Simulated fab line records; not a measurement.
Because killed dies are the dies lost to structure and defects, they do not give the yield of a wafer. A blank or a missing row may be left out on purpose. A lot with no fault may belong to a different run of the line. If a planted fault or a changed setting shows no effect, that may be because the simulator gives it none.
Which of the tools did it?	flow nand_harc	6 lots with 18 wafers sampled at 4 steps, on a route of 1159 steps

== WHAT EACH GAUGE READ, for each wafer ==
NHARC_A_ONON_D1_THK_MEAS_24: measures by ellipsometry.
lot	measured	on	thk_nm (nm)
L879	day 8 09:10	film_metro-01	987 987 989
L883	day 9 02:14	film_metro-01	1013 1013 1010
L886	day 9 22:56	film_metro-01	997 997 998
L889	day 11 02:06	film_metro-01	711 712 711
L899	day 12 21:08	film_metro-02	999 1001 1001
L900	day 13 10:12	film_metro-01	991 991 990

== TOOL THAT RAN EACH LOT (tool first, then ch and the chambers of the sampled wafers, then the start) ==
lot	NHARC_P_BONDPAD_PVD_27	NHARC_A_ZERO_WELL_DESCUM_12	NHARC_A_ONON_D1_DEP_22
L879	pvd_sputter-02, day 6 18:22 or earlier	rie_diel-07 ch 0,1,3, day 6 18:22	pecvd_onon-02 ch 0, day 8 08:40
L883	pvd_sputter-03, day 7 18:16 or earlier	rie_diel-12 ch 1,2,3, day 7 18:16	pecvd_onon-02 ch 0, day 9 01:44
L886	pvd_sputter-01, day 8 14:47 or earlier	rie_diel-12 ch 0,1,3, day 8 14:47	pecvd_onon-03 ch 0, day 9 22:25
L889	pvd_sputter-03, day 9 16:11 or earlier	rie_diel-07 ch 0,1,2, day 9 16:11	pecvd_onon-02 ch 0, day 11 01:38
L899	pvd_sputter-01, day 11 13:01 or earlier	rie_diel-07 ch 0,2,3, day 11 13:01	pecvd_onon-03 ch 0, day 12 20:37
L900	pvd_sputter-02, day 11 22:39 or earlier	rie_diel-11 ch 0,1,2, day 11 22:39	pecvd_onon-04 ch 0, day 13 09:48
- NHARC_P_BONDPAD_PVD_27: deposits Cu, target thk 30 nm, time 20.49 s.
- NHARC_A_ZERO_WELL_DESCUM_12: chemistry O2, time 3 s.
- NHARC_A_ONON_D1_DEP_22: target thk 1000 nm.

== THE ANSWER, worked out from the rows above alone ==
Rule: the usual values come from the lots themselves. The widest of any qualifying gaps counts: lots, ordered by their means at a reading, are off when they make up no more than a third of the lots, leave a main group of 4 or more, and stand apart from it by 3 or more times the standard deviation of that group's means. If all means in a main group match to the digits the tables above print for the reading, that group is not used. Also off: a lot with no number at a reading for which 4 or more lots have one. All remaining lots with rows at the step are treated as sound.
Off at NHARC_A_ONON_D1_THK_MEAS_24 (thk_nm): L889. Mean 998 nm and standard deviation 8.5 in the main group.
If a tool, at a process step before that reading, ran all the lots that are off and no sound lot after the first of them, it fits. The gauges at NHARC_A_ONON_D1_THK_MEAS_24 are tried like those tools. NHARC_P_BONDPAD_PVD_27 gives no start for some lots, so the hours and the order of its lots are those of NHARC_A_ZERO_WELL_DESCUM_12. Undecided on this evidence; 2 tools fit (pvd_sputter-03 at NHARC_P_BONDPAD_PVD_27, pecvd_onon-02 at NHARC_A_ONON_D1_DEP_22).

== WHAT THE SIMULATOR PUT IN ==
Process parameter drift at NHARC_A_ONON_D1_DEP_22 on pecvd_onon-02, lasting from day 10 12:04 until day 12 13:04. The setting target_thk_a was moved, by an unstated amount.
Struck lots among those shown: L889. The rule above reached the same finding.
